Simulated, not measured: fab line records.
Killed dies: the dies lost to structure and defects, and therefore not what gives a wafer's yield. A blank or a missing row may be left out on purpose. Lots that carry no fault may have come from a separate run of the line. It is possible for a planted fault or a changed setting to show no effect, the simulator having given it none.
fab line records -- flow n5Finfet
record lots=4, wafers=12, lastDay=18
route steps=1938 shown BEOL_M10@1482
lots that met no fault: taken from a fault-free run of the same line
startH: start of the lot's first displayed wafer, in hours after the record's first day -- waitH: how many hours have passed since the lot's step before this one -- " as in the row above -- L1.1+2: several wafers, shown together as one row -- - value missing, or start not given -- * or withheld: withheld -- < > ~ a bound
route shown NAME@n: a module of which the file shows steps, and the number in the route of the first -- usual: the fault-free wafers' mean and standard deviation -- same: alike in all rows -- chamber/n: place in a boat -- sites: per-site readings -- _std_site: the values' standard deviation -- _edge_site: the outer-site mean with the inner-site mean subtracted -- radiusMm: for every site, how far away it sits from the centre of the wafer -- mask NAME#n: copy n -- behind: the tool/chamber that last shaped the wafer -- hold: why the lot was held/for how many hours/how that ended -- device: transistor that didn't switch, given as n, p or np -- end of line: the route-end tests of the same wafers -- where a step has no rows: the recipe by itself -- killed: not the wafer's yield, but the dies lost to structure and defects at the first sort -- map: a wafer's dies, x killed, . not, _ none there
set.NAME: the setting the step ran with; set.NAME@STEP: the setting that earlier step ran with -- model.NAME: the simulator's own value behind a step, which no gauge read
lots at some steps of the route; a table a step, a row a wafer
services: a tool's chamber out of use, with start hour (startH, from the record's first day; less than 0 if before it), hours out, and reason
## steps
# step N5_BEOL_M10_DEVELOP_10
# recipe developTimeS=30, developer=TMAH, resist=CAR-ArF, rinseLiquid=diw, dry=airSpin, devTempC=23
# step N5_BEOL_M10_DESCUM_16
# recipe chemistry=O2, timeS=7.9, sourcePowerW=50, biasPowerW=20, pressureMtorr=20, rfFrequencyHz=2.712e+07, tempC=40, resist=CAR-ArF, o2FlowSccm=225
# step N5_BEOL_M10_ETCH_61
# recipe chemistry=CF4, target=SiARC, targetDepthA=390, maskMaterial=CAR-ArF, timeS=65, ionEnergyEv=80, pressureMtorr=40, sourceW=545, biasW=36, Ar_flow_sccm=100, cf4FlowSccm=100, ends=cleared
# step N5_BEOL_M10_ETCH_62
# recipe chemistry=N2/H2, target=SOC, targetDepthA=1100, overetchA=220, maskMaterial=SiARC, tempC=40, timeS=165, ionEnergyEv=200, pressureMtorr=30, sourceW=840, biasW=150, n2FlowSccm=200, h2FlowSccm=200
# step N5_BEOL_M10_STRIP_68
# recipe chemistry=N2/H2, tempC=40, n2FlowSccm=200, h2FlowSccm=200, rfFrequencyHz=6e+07
# step N5_BEOL_M10_STRIP_67
# recipe chemistry=CF4, resist=SiARC, powerW=300, biasPowerW=75, pressureMtorr=50, cf4FlowSccm=150, rfFrequencyHz=6e+07
# step N5_BEOL_M10_HM_OPEN_17
# recipe chemistry=Cl2/BCl3, targetDepthA=200, overetchA=60, target=TiN, maskMaterial=SOC, ionEnergyEv=150, pressureMtorr=10, icpW=1000, biasW=126, Cl2_flow_sccm=53.25, bcl3FlowSccm=21.75, Ar_flow_sccm=25
# step N5_BEOL_M10_STRIP_19
# recipe chemistry=O2, powerW=400, tempC=40, pressureMtorr=30, rfFrequencyHz=6e+07, biasPowerW=0, overashFraction=0.2, o2FlowSccm=225
# step N5_BEOL_M10_COAT_63
# recipe resist=SOC, tempC=250, timeS=60, spinRpm=1500, resistThkNm=100
# usual chillPlateTempC=23.01/0.11, resistLineTempC=23.01/0.11, spinSpeedRpm=1499.9/1.1
lot.wafer,tool,chamber,startH,waitH,chillPlateTempC,resistLineTempC,spinSpeedRpm,model.SOC_of_BEOL_M10_COAT_63.thkNm
L817.1,lithoTrack-02,0,211.49,1.5,22.90,23.08,1499.4,100
L817.2,lithoTrack-02,0,211.49,1.5,22.82,22.89,1501.9,99.4
L817.4,lithoTrack-02,0,211.49,1.5,22.85,23.15,1497.9,99.6
L832.2,lithoTrack-02,0,320.08,1.2,23.24,23.01,1463.7,101.6
L832.3,lithoTrack-02,0,320.08,1.2,22.93,22.78,1463.4,101.4
L832.4,lithoTrack-02,0,320.08,1.2,22.81,22.90,1462.9,101.4
L834.2,lithoTrack-02,0,331.71,1.3,23.02,23.06,1464.5,101.6
L834.3,lithoTrack-02,0,331.71,1.3,22.87,22.97,1463.9,101
L834.4,lithoTrack-02,0,331.71,1.3,23.08,22.99,1464.0,101.2
L839.2,lithoTrack-01,0,370.47,1.2,22.99,22.97,1499.9,100.4
L839.3,lithoTrack-01,0,370.47,1.2,22.91,23.00,1499.8,100.4
L839.6,lithoTrack-01,0,370.47,1.2,23.01,23.16,1499.5,100.4
# step N5_BEOL_M10_COAT_64
# recipe resist=SiARC, tempC=220, timeS=60, spinRpm=1500, resistThkNm=30
# step N5_BEOL_M10_COAT_22
# recipe resist=CAR-ArF, spinRpm=1500, resistThkNm=90
# step N5_BEOL_M10_EBR_24
# recipe solvent=PGMEA, ebrWidthMm=1.5
# step N5_BEOL_M10_SOFTBAKE_23
# recipe tempC=110, timeS=60, resist=CAR-ArF
# step N5_BEOL_M10_EXPOSE_25
# recipe maskId=V9, na=1.35, sourceShape=annular, sigmaInner=0.5, sigmaOuter=0.8, polarization=unpolarized, doseMj=85.5
# step N5_BEOL_M10_PEB_26
# recipe pebTempC=withheld, pebTimeS=60, resist=CAR-ArF
# step N5_BEOL_M10_DEVELOP_27
# recipe developTimeS=30, developer=TMAH, resist=CAR-ArF, rinseLiquid=diw, dry=airSpin, devTempC=23
# step N5_BEOL_M10_DESCUM_33
# recipe chemistry=O2, timeS=7.9, sourcePowerW=50, biasPowerW=20, pressureMtorr=20, rfFrequencyHz=2.712e+07, tempC=40, resist=CAR-ArF, o2FlowSccm=225
# step N5_BEOL_M10_ETCH_65
# recipe chemistry=CF4, target=SiARC, targetDepthA=390, maskMaterial=CAR-ArF, timeS=65, ionEnergyEv=80, pressureMtorr=40, sourceW=545, biasW=36, Ar_flow_sccm=100, cf4FlowSccm=100, ends=cleared
# step N5_BEOL_M10_ETCH_66
# recipe chemistry=N2/H2, target=SOC, targetDepthA=1200, overetchA=240, maskMaterial=SiARC, tempC=40, timeS=180, ionEnergyEv=200, pressureMtorr=30, sourceW=840, biasW=150, n2FlowSccm=200, h2FlowSccm=200
# usual drypumpMotorCurrentA=5.8/0.44, oesProductAu=0.66/0.074, rfVppV=523/3, showerheadPlenumPTorr=2.53/0.1, throttleValvePct=17.71/0.28
lot.wafer,tool,chamber,startH,waitH,drypumpMotorCurrentA,oesProductAu,rfHoursCounterH,rfVppV,showerheadPlenumPTorr,throttleValvePct,model.etch.depthNm
L817.1,rieDiel-06,3,212.04,0.0,6.5,0.68,66,522,2.47,17.75,99.95
L817.2,rieDiel-06,2,212.04,0.0,5.5,0.57,210,522,2.43,18.18,99.47
L817.4,rieDiel-06,1,212.04,0.0,6.0,0.55,-,523,2.50,18.21,99.66
L832.2,rieDiel-04,3,320.57,0.0,5.4,0.66,87,522,2.46,17.39,101.6
L832.3,rieDiel-04,1,320.57,0.0,5.2,0.56,240,519,2.41,17.53,101.4
L832.4,rieDiel-04,0,320.57,0.0,5.6,0.73,35,529,2.71,17.58,101.3
L834.2,rieDiel-04,0,332.26,0.0,5.6,0.72,39,528,2.71,17.55,101.5
L834.3,rieDiel-04,3,332.26,0.0,5.4,0.66,90,521,2.46,17.42,101.1
L834.4,rieDiel-04,1,332.26,0.0,5.2,0.56,243,520,2.41,17.54,101.2
L839.2,rieDiel-04,3,371.02,0.0,5.4,0.65,101,523,2.45,17.42,100.4
L839.3,rieDiel-04,0,371.02,0.0,5.6,0.69,56,527,2.70,17.61,100.4
L839.6,rieDiel-04,3,371.02,0.0,5.3,0.64,-,522,2.45,17.41,100.4
# step N5_BEOL_M10_STRIP_69
# recipe chemistry=N2/H2, tempC=40, n2FlowSccm=200, h2FlowSccm=200, rfFrequencyHz=6e+07
# step N5_BEOL_M10_VIA_ETCH_34
# recipe chemistry=C4F6/O2, target=SiCOH_lowk, targetDepthA=1845, maskMaterial=SOC, taperDeg=4, timeS=69.2, ionEnergyEv=250, pressureMtorr=30, sourceW=345, biasW=185, Ar_flow_sccm=300, C4F6_flow_sccm=10, O2_flow_sccm=10
# usual drypumpMotorCurrentA=5.8/0.44, mfcArSccm=300.0/0.92, oesProductAu=0.82/0.095, rfVppV=658/17, showerheadPlenumPTorr=2.83/0.13, throttleValvePct=20.76/0.18
lot.wafer,tool,chamber,startH,waitH,drypumpMotorCurrentA,mfcArSccm,oesProductAu,rfHoursCounterH,rfVppV,showerheadPlenumPTorr,throttleValvePct,model.SOC_of_BEOL_M10_COAT_63.thkNm
L817.1,rieDiel-06,3,212.17,0.0,6.5,301.1,0.87,67,631,2.73,20.60,91.6
L817.2,rieDiel-06,2,212.17,0.0,5.4,300.4,0.70,210,687,2.67,20.85,91.6
L817.4,rieDiel-06,1,212.17,0.0,6.0,298.7,0.69,-,668,2.77,21.15,91.2
L832.2,rieDiel-04,3,320.69,0.0,5.3,299.4,0.81,87,656,2.79,20.65,93.6
L832.3,rieDiel-04,1,320.69,0.0,5.2,300.7,0.67,240,651,2.68,20.48,93.4
L832.4,rieDiel-04,0,320.69,0.0,5.6,301.2,0.88,35,663,3.04,20.66,93.4
L834.2,rieDiel-04,0,332.38,0.0,5.6,299.0,0.87,39,664,3.04,20.65,93.6
L834.3,rieDiel-04,3,332.38,0.0,5.4,300.5,0.82,90,656,2.78,20.66,93
L834.4,rieDiel-04,1,332.38,0.0,5.2,299.7,0.67,243,652,2.68,20.49,93.2
L839.2,rieDiel-04,3,371.14,0.0,5.4,299.0,0.79,101,658,2.78,20.67,92.4
L839.3,rieDiel-04,0,371.14,0.0,5.6,300.9,0.86,56,664,3.03,20.69,92.4
L839.6,rieDiel-04,3,371.14,0.0,5.4,300.1,0.80,-,657,2.78,20.68,92.2
# step N5_BEOL_M10_STRIP_73
# recipe chemistry=C4F6/O2, resist=SiARC, rfFrequencyHz=6e+07
## services
tool,chamber,startH,hours,kind
rieDiel-06,0,194.55,-,clean
rieDiel-06,0,194.55,-,consumableReplace:focusRing
rieDiel-06,0,194.55,34.3,scheduledDown
rieDiel-06,0,194.55,34.3,ventCycle
rieDiel-04,0,205.22,-,clean
rieDiel-04,0,205.22,-,consumableReplace:focusRing
rieDiel-04,0,205.22,-,consumableReplace:showerhead
rieDiel-04,0,205.22,14.1,scheduledDown
rieDiel-04,0,205.22,14.1,ventCycle
rieDiel-06,1,228.90,-,clean
rieDiel-06,1,228.90,-,consumableReplace:focusRing
rieDiel-04,-,266.81,2.4,repair
rieDiel-06,-,267.21,0.6,repair
rieDiel-06,-,275.37,4.3,pm
rieDiel-06,2,294.86,13.9,repair
rieDiel-04,2,302.94,7.1,repair
rieDiel-04,2,310.68,4.4,repair
rieDiel-04,3,347.13,14.3,repair
rieDiel-06,3,352.68,16.5,repair
rieDiel-04,1,361.41,-,clean
rieDiel-04,1,361.41,-,consumableReplace:focusRing
rieDiel-04,1,361.41,-,consumableReplace:showerhead
rieDiel-04,1,361.41,23.5,scheduledDown
rieDiel-04,1,361.41,23.5,ventCycle
## key
firstSign step=N5_BEOL_M10_COAT_63, reading=spinSpeedRpm, direction=down, sigmas=34, usual=*, struck=*
effect none on later readings
modelEffect step=N5_BEOL_M10_COAT_63, value=SOC_of_BEOL_M10_COAT_63.thkNm, without=100.1, struck=101.4
modelEffect step=N5_BEOL_M10_ETCH_66, value=etch.depthNm, without=100.1, struck=101.4
modelEffect step=N5_BEOL_M10_VIA_ETCH_34, value=SOC_of_BEOL_M10_COAT_63.thkNm, without=92.1, struck=93.37
metAt N5_BEOL_M10_COAT_63
struckWafers L832.2,L832.3,L832.4,L834.2,L834.3,L834.4
onsetBetween 211.49 320.08
fault kind=processParameterDrift, tool=lithoTrack-02, chamber=-, onsetH=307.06, steps=N5_BEOL_M10_COAT_63, channel=spinRpm, offset=*, shape=step, endH=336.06, actsIn=*, stated=*
